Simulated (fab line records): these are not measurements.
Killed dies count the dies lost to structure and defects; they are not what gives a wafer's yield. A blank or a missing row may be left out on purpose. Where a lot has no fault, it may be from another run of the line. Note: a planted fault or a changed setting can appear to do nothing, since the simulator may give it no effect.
What tool caused it? :: flow nand_harc :: Sampling: 12 lots, 36 wafers, 6 of 1302 route steps

## WHAT THE GAUGES READ, wafer by wafer
NHARC_A_ONON_D1_THK_MEAS_08: measures by ellipsometry. Usual: thk_nm 1000 nm, standard deviation 9.6.
lot: L599
measured: day 8 22:45
on: film_metro-01
thk_nm (nm): 1013 1013 1015
flag: 

lot: L600
measured: day 9 16:11
on: film_metro-02
thk_nm (nm): 1009 1007 1008
flag: 

lot: L602
measured: day 10 05:46
on: film_metro-02
thk_nm (nm): 1002 1000 1000
flag: 

lot: L606
measured: day 12 02:14
on: film_metro-02
thk_nm (nm): 1005 1006 1006
flag: 

lot: L608
measured: day 12 19:16
on: film_metro-01
thk_nm (nm): 999 999 998
flag: 

lot: L609
measured: day 13 05:36
on: film_metro-02
thk_nm (nm): 993 993 994
flag: 

lot: L611
measured: day 13 19:57
on: film_metro-02
thk_nm (nm): 992 990 993
flag: 

lot: L613
measured: day 14 21:54
on: film_metro-02
thk_nm (nm): 1003 1005 1004
flag: 

lot: L614
measured: day 15 08:07
on: film_metro-02
thk_nm (nm): 1001 1001 1002
flag: 

lot: L615
measured: day 15 11:41
on: film_metro-02
thk_nm (nm): 1008 1007 1010
flag: 

lot: L616
measured: day 16 05:27
on: film_metro-02
thk_nm (nm): 993 992 993
flag: 

lot: L618
measured: day 17 05:46
on: film_metro-01
thk_nm (nm): 995 995 996
flag: 

NHARC_A_ONON_D1_THK_MEAS_34: measures by ellipsometry. Usual: thk_nm 199.9 nm, standard deviation 2.7.
lot: L599
measured: day 9 10:21
on: film_metro-01
thk_nm (nm): 196.7 197.0 198.7
flag: 

lot: L600
measured: day 10 03:51
on: film_metro-01
thk_nm (nm): 198.1 196.9 198.2
flag: 

lot: L602
measured: day 10 17:21
on: film_metro-02
thk_nm (nm): 198.8 203.2 199.0
flag: 

lot: L606
measured: day 12 14:23
on: film_metro-01
thk_nm (nm): 200.4 201.9 204.5
flag: 

lot: L608
measured: day 13 06:50
on: film_metro-02
thk_nm (nm): 196.9 197.0 199.8
flag: 

lot: L609
measured: day 13 17:20
on: film_metro-02
thk_nm (nm): 197.1 200.8 196.9
flag: 

lot: L611
measured: day 14 12:51
on: film_metro-01
thk_nm (nm): 195.9 195.8 200.0
flag: 

lot: L613
measured: day 15 09:52
on: film_metro-02
thk_nm (nm): 201.4 202.8 200.4
flag: 

lot: L614
measured: day 15 19:37
on: film_metro-02
thk_nm (nm): 201.7 199.9 201.8
flag: 

lot: L615
measured: day 15 23:23
on: film_metro-02
thk_nm (nm): 200.3 201.7 203.1
flag: 

lot: L616
measured: day 17 00:19
on: film_metro-01
thk_nm (nm): 198.5 204.4 204.7
flag: 

lot: L618
measured: day 17 21:48
on: film_metro-01
thk_nm (nm): 197.8 198.7 200.2
flag: 

NHARC_A_CHANNEL_HOLE_D1_CD_MEAS_10: target cd 100 nm. Usual: cd_nm 100.1 nm, standard deviation 0.48.
lot: L599
measured: day 9 13:16
on: cd_sem-01
cd_nm (nm): 99.5 100.4 100.3
flag: 

lot: L600
measured: day 10 06:45
on: cd_sem-01
cd_nm (nm): 99.6 100.4 100.1
flag: 

lot: L602
measured: day 10 20:10
on: cd_sem-02
cd_nm (nm): 99.4 99.7 99.8
flag: 

lot: L606
measured: day 12 17:11
on: cd_sem-02
cd_nm (nm): 100.6 99.9 99.8
flag: 

lot: L608
measured: day 13 10:31
on: cd_sem-02
cd_nm (nm): 96.4 96.6 96.6
flag: OFF

lot: L609
measured: day 13 22:29
on: cd_sem-01
cd_nm (nm): 97.4 97.2 97.2
flag: OFF

lot: L611
measured: day 14 15:43
on: cd_sem-03
cd_nm (nm): 97.7 97.2 98.1
flag: OFF

lot: L613
measured: day 15 16:20
on: cd_sem-01
cd_nm (nm): 97.8 97.9 98.4
flag: OFF

lot: L614
measured: day 15 22:24
on: cd_sem-02
cd_nm (nm): 100.5 99.5 99.9
flag: 

lot: L615
measured: day 16 04:03
on: cd_sem-02
cd_nm (nm): 100.3 99.3 99.8
flag: 

lot: L616
measured: day 17 07:21
on: cd_sem-02
cd_nm (nm): 99.4 100.2 100.3
flag: 

lot: L618
measured: day 18 01:16
on: cd_sem-03
cd_nm (nm): 100.4 100.7 100.5
flag: 

NHARC_END_SORT_01. Usual: killed_at_array 53, standard deviation 21; killed_at_other 0.8, standard deviation 1.1; killed_at_periphery 4.2, standard deviation 2.7; killed_dies 58, standard deviation 22; killed_open 3.4, standard deviation 1.9; killed_short 2.5, standard deviation 1.6.
lot: L599
measured: day 26 05:37
on: prober-02
killed_at_array: 27 29 23
killed_at_other: 0 2 1
killed_at_periphery: 6 3 4
killed_dies: 33 34 28
killed_open: 1 2 1
killed_short: 2 5 3
flag: 

lot: L600
measured: day 25 22:41
on: prober-01
killed_at_array: 40 48 44
killed_at_other: 6 3 4
killed_at_periphery: 7 1 4
killed_dies: 53 52 52
killed_open: 4 2 6
killed_short: 5 2 0
flag: OFF

lot: L602
measured: day 27 06:28
on: prober-02
killed_at_array: 58 46 51
killed_at_other: 1 1 1
killed_at_periphery: 4 5 6
killed_dies: 63 52 58
killed_open: 2 3 1
killed_short: 3 2 1
flag: 

lot: L606
measured: day 29 13:04
on: prober-02
killed_at_array: 52 70 48
killed_at_other: 0 0 0
killed_at_periphery: 5 8 5
killed_dies: 57 78 53
killed_open: 2 5 2
killed_short: 4 4 2
flag: 

lot: L608
measured: day 30 01:15
on: prober-02
killed_at_array: 41 46 43
killed_at_other: 0 0 1
killed_at_periphery: 4 4 4
killed_dies: 45 50 48
killed_open: 1 2 3
killed_short: 3 2 1
flag: 

lot: L609
measured: day 30 00:29
on: prober-01
killed_at_array: 55 53 54
killed_at_other: 1 0 0
killed_at_periphery: 8 3 3
killed_dies: 64 56 57
killed_open: 4 2 3
killed_short: 4 1 2
flag: 

lot: L611
measured: day 31 12:18
on: prober-02
killed_at_array: 47 38 46
killed_at_other: 2 1 0
killed_at_periphery: 0 0 0
killed_dies: 49 39 46
killed_open: 1 2 2
killed_short: 1 3 4
flag: 

lot: L613
measured: day 32 23:23
on: prober-02
killed_at_array: 55 65 69
killed_at_other: 0 0 0
killed_at_periphery: 5 6 4
killed_dies: 60 71 73
killed_open: 2 3 2
killed_short: 2 3 2
flag: 

lot: L614
measured: day 32 15:40
on: prober-01
killed_at_array: 26 30 29
killed_at_other: 0 0 0
killed_at_periphery: 3 8 5
killed_dies: 29 38 34
killed_open: 2 3 2
killed_short: 0 0 3
flag: 

lot: L615
measured: day 32 07:05
on: prober-01
killed_at_array: 92 94 98
killed_at_other: 0 1 1
killed_at_periphery: 12 9 7
killed_dies: 104 104 106
killed_open: 0 1 2
killed_short: 1 5 4
flag: 

lot: L616
measured: day 33 06:38
on: prober-01
killed_at_array: 31 37 41
killed_at_other: 1 0 0
killed_at_periphery: 3 4 7
killed_dies: 35 41 48
killed_open: 3 2 4
killed_short: 3 2 1
flag: 

lot: L618
measured: day 33 21:49
on: prober-01
killed_at_array: 50 45 54
killed_at_other: 2 2 5
killed_at_periphery: 5 3 3
killed_dies: 57 50 62
killed_open: 4 5 6
killed_short: 3 3 0
flag: 

## WHAT TOOL EACH LOT RAN ON (gives the tool, then ch and the chambers of the sampled wafers, and finally the start)
lot: L599
NHARC_A_CHANNEL_HOLE_D1_EXPOSE_07: arfi_scanner-02 ch 0, day 9 13:08
NHARC_A_CHANNEL_HOLE_D1_ETCH_34: rie_diel-10 ch 0,2,3, day 26 05:37 or earlier

lot: L600
NHARC_A_CHANNEL_HOLE_D1_EXPOSE_07: arfi_scanner-02 ch 0, day 10 06:37
NHARC_A_CHANNEL_HOLE_D1_ETCH_34: rie_diel-10 ch 0,1,3, day 25 22:41 or earlier

lot: L602
NHARC_A_CHANNEL_HOLE_D1_EXPOSE_07: arfi_scanner-03 ch 0, day 10 20:01
NHARC_A_CHANNEL_HOLE_D1_ETCH_34: rie_diel-10 ch 0,2,3, day 27 06:28 or earlier

lot: L606
NHARC_A_CHANNEL_HOLE_D1_EXPOSE_07: arfi_scanner-03 ch 0, day 12 17:02
NHARC_A_CHANNEL_HOLE_D1_ETCH_34: rie_diel-10 ch 2,3, day 29 13:04 or earlier

lot: L608
NHARC_A_CHANNEL_HOLE_D1_EXPOSE_07: arfi_scanner-03 ch 0, day 13 10:23
NHARC_A_CHANNEL_HOLE_D1_ETCH_34: rie_diel-10 ch 0,2,3, day 30 01:15 or earlier

lot: L609
NHARC_A_CHANNEL_HOLE_D1_EXPOSE_07: arfi_scanner-03 ch 0, day 13 22:20
NHARC_A_CHANNEL_HOLE_D1_ETCH_34: rie_diel-10 ch 1,3, day 30 00:29 or earlier

lot: L611
NHARC_A_CHANNEL_HOLE_D1_EXPOSE_07: arfi_scanner-03 ch 0, day 14 15:35
NHARC_A_CHANNEL_HOLE_D1_ETCH_34: rie_diel-10 ch 0,1,2, day 31 12:18 or earlier

lot: L613
NHARC_A_CHANNEL_HOLE_D1_EXPOSE_07: arfi_scanner-03 ch 0, day 15 16:12
NHARC_A_CHANNEL_HOLE_D1_ETCH_34: rie_diel-10 ch 2,3, day 32 23:23 or earlier

lot: L614
NHARC_A_CHANNEL_HOLE_D1_EXPOSE_07: arfi_scanner-02 ch 0, day 15 22:16
NHARC_A_CHANNEL_HOLE_D1_ETCH_34: rie_diel-12 ch 2,3, day 32 15:40 or earlier

lot: L615
NHARC_A_CHANNEL_HOLE_D1_EXPOSE_07: arfi_scanner-02 ch 0, day 16 03:55
NHARC_A_CHANNEL_HOLE_D1_ETCH_34: rie_diel-10 ch 1,2,3, day 32 07:05 or earlier

lot: L616
NHARC_A_CHANNEL_HOLE_D1_EXPOSE_07: arfi_scanner-02 ch 0, day 17 07:13
NHARC_A_CHANNEL_HOLE_D1_ETCH_34: rie_diel-10 ch 1,2, day 33 06:38 or earlier

lot: L618
NHARC_A_CHANNEL_HOLE_D1_EXPOSE_07: arfi_scanner-01 ch 0, day 18 01:07
NHARC_A_CHANNEL_HOLE_D1_ETCH_34: rie_diel-10 ch 0,1, day 33 21:49 or earlier
- NHARC_A_CHANNEL_HOLE_D1_EXPOSE_07: exposes mask HOLE D1, target cd 100 nm.
- NHARC_A_CHANNEL_HOLE_D1_ETCH_34: etches the open film in CF4/CHF3, target depth 154 nm, time 77 s.

## WHAT THE TOOLS THEMSELVES READ (means of the sampled wafers that have a number; where no wafer has one, the mark that the record gives instead)
NHARC_A_CHANNEL_HOLE_D1_EXPOSE_07. Usual: exposure_dose_mJ_cm2 59.64, standard deviation 0.061.
lot: L599
tool: arfi_scanner-02
exposure_dose_mJ_cm2: 59.61
flag: 

lot: L600
tool: arfi_scanner-02
exposure_dose_mJ_cm2: 59.64
flag: 

lot: L602
tool: arfi_scanner-03
exposure_dose_mJ_cm2: 59.61
flag: 

lot: L606
tool: arfi_scanner-03
exposure_dose_mJ_cm2: 59.72
flag: 

lot: L608
tool: arfi_scanner-03
exposure_dose_mJ_cm2: 55.21
flag: OFF

lot: L609
tool: arfi_scanner-03
exposure_dose_mJ_cm2: 56.09
flag: OFF

lot: L611
tool: arfi_scanner-03
exposure_dose_mJ_cm2: 56.80
flag: OFF

lot: L613
tool: arfi_scanner-03
exposure_dose_mJ_cm2: 57.40
flag: OFF

lot: L614
tool: arfi_scanner-02
exposure_dose_mJ_cm2: 59.66
flag: 

lot: L615
tool: arfi_scanner-02
exposure_dose_mJ_cm2: 59.60
flag: 

lot: L616
tool: arfi_scanner-02
exposure_dose_mJ_cm2: 59.70
flag: 

lot: L618
tool: arfi_scanner-01
exposure_dose_mJ_cm2: 59.66
flag: 

NHARC_A_CHANNEL_HOLE_D1_ETCH_34. Usual: cf4_flow_sccm 100.0 sccm, standard deviation 0.32; drypump_motor_current_A 5.8 A, standard deviation 0.36; oes_product_au 0.947 a.u., standard deviation 0.026; rf_vpp_V 370.7 V, standard deviation 2.1; showerhead_plenum_p_Torr 1.57 Torr, standard deviation 0.058; throttle_valve_pct 16.802 %, standard deviation 0.009.
lot: L599
tool: rie_diel-10
cf4_flow_sccm (sccm): 100.3
drypump_motor_current_A (A): 6.0
oes_product_au (a.u.): 0.968
rf_vpp_V (V): 370.1
showerhead_plenum_p_Torr (Torr): 1.56
throttle_valve_pct (%): 16.800
flag: 

lot: L600
tool: rie_diel-10
cf4_flow_sccm (sccm): 99.9
drypump_motor_current_A (A): 5.8
oes_product_au (a.u.): 0.923
rf_vpp_V (V): 371.4
showerhead_plenum_p_Torr (Torr): 1.59
throttle_valve_pct (%): 16.797
flag: 

lot: L602
tool: rie_diel-10
cf4_flow_sccm (sccm): 100.0
drypump_motor_current_A (A): 6.0
oes_product_au (a.u.): 0.924
rf_vpp_V (V): 370.3
showerhead_plenum_p_Torr (Torr): 1.56
throttle_valve_pct (%): 16.805
flag: 

lot: L606
tool: rie_diel-10
cf4_flow_sccm (sccm): 99.9
drypump_motor_current_A (A): 6.1
oes_product_au (a.u.): 0.968
rf_vpp_V (V): 370.7
showerhead_plenum_p_Torr (Torr): 1.59
throttle_valve_pct (%): 16.801
flag: 

lot: L608
tool: rie_diel-10
cf4_flow_sccm (sccm): 100.2
drypump_motor_current_A (A): 6.0
oes_product_au (a.u.): 0.976
rf_vpp_V (V): 370.4
showerhead_plenum_p_Torr (Torr): 1.56
throttle_valve_pct (%): 16.801
flag: 

lot: L609
tool: rie_diel-10
cf4_flow_sccm (sccm): 100.3
drypump_motor_current_A (A): 5.7
oes_product_au (a.u.): 0.921
rf_vpp_V (V): 372.4
showerhead_plenum_p_Torr (Torr): 1.61
throttle_valve_pct (%): 16.809
flag: 

lot: L611
tool: rie_diel-10
cf4_flow_sccm (sccm): 99.9
drypump_motor_current_A (A): 5.8
oes_product_au (a.u.): 0.918
rf_vpp_V (V): 370.1
showerhead_plenum_p_Torr (Torr): 1.55
throttle_valve_pct (%): 16.817
flag: 

lot: L613
tool: rie_diel-10
cf4_flow_sccm (sccm): 99.6
drypump_motor_current_A (A): 6.1
oes_product_au (a.u.): 0.922
rf_vpp_V (V): 371.2
showerhead_plenum_p_Torr (Torr): 1.59
throttle_valve_pct (%): 16.801
flag: 

lot: L614
tool: rie_diel-12
cf4_flow_sccm (sccm): 99.9
drypump_motor_current_A (A): 5.4
oes_product_au (a.u.): 0.998
rf_vpp_V (V): 371.2
showerhead_plenum_p_Torr (Torr): 1.56
throttle_valve_pct (%): 16.803
flag: 

lot: L615
tool: rie_diel-10
cf4_flow_sccm (sccm): 100.1
drypump_motor_current_A (A): 5.9
oes_product_au (a.u.): 0.966
rf_vpp_V (V): 371.5
showerhead_plenum_p_Torr (Torr): 1.58
throttle_valve_pct (%): 16.800
flag: 

lot: L616
tool: rie_diel-10
cf4_flow_sccm (sccm): 99.9
drypump_motor_current_A (A): 5.6
oes_product_au (a.u.): 0.925
rf_vpp_V (V): 370.8
showerhead_plenum_p_Torr (Torr): 1.58
throttle_valve_pct (%): 16.802
flag: 

lot: L618
tool: rie_diel-10
cf4_flow_sccm (sccm): 99.9
drypump_motor_current_A (A): 5.7
oes_product_au (a.u.): 0.926
rf_vpp_V (V): 369.9
showerhead_plenum_p_Torr (Torr): 1.55
throttle_valve_pct (%): 16.809
flag: 

## THE ANSWER, worked out from the rows above alone
Rule: take the mean of a lot's wafers that have a number; if it is more than 3 standard deviations from the usual mean, the lot is off. A lot without any number at a reading at which 4 lots or more have one is off too. The other lots that the step has rows for count as sound. After the gauges, taken in route order, come the tools' own readings; for these a lot's mean is taken, as printed above. The first step at which some lot is off is used, and at that step the reading that is off furthest; a lot without a number counts as furthest.
Off: L608, L609, L611, L613 (NHARC_A_CHANNEL_HOLE_D1_CD_MEAS_10, cd_nm).
If a tool, at a process step before that reading, ran all the lots that are off and no sound lot after the first of them, it fits. The gauges at NHARC_A_CHANNEL_HOLE_D1_CD_MEAS_10 aren't tried: what is off there is off at NHARC_A_CHANNEL_HOLE_D1_EXPOSE_07 too, on other tools, and a gauge's error can't cause that. One fits: arfi_scanner-03 at NHARC_A_CHANNEL_HOLE_D1_EXPOSE_07. A fault onset in the window from L606 (day 12 17:02, its last sound lot) to L608 (day 13 10:23, its first lot off) fits.
On the lots that are off, the tool's own readings at NHARC_A_CHANNEL_HOLE_D1_EXPOSE_07 differ by more than 5 times the standard deviation of the sound lots' means, which bears it out; exposure_dose_mJ_cm2 reads 56.38 there versus 59.65 on the sound lots.

## WHAT THE SIMULATOR HAD PUT IN
Process parameter drift: arfi_scanner-03, from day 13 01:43 on, at NHARC_A_CHANNEL_HOLE_D1_EXPOSE_07. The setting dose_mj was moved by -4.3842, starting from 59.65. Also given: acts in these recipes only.
Shown lots that were struck: L608, L609, L611, L613. The rule above reached the same finding.
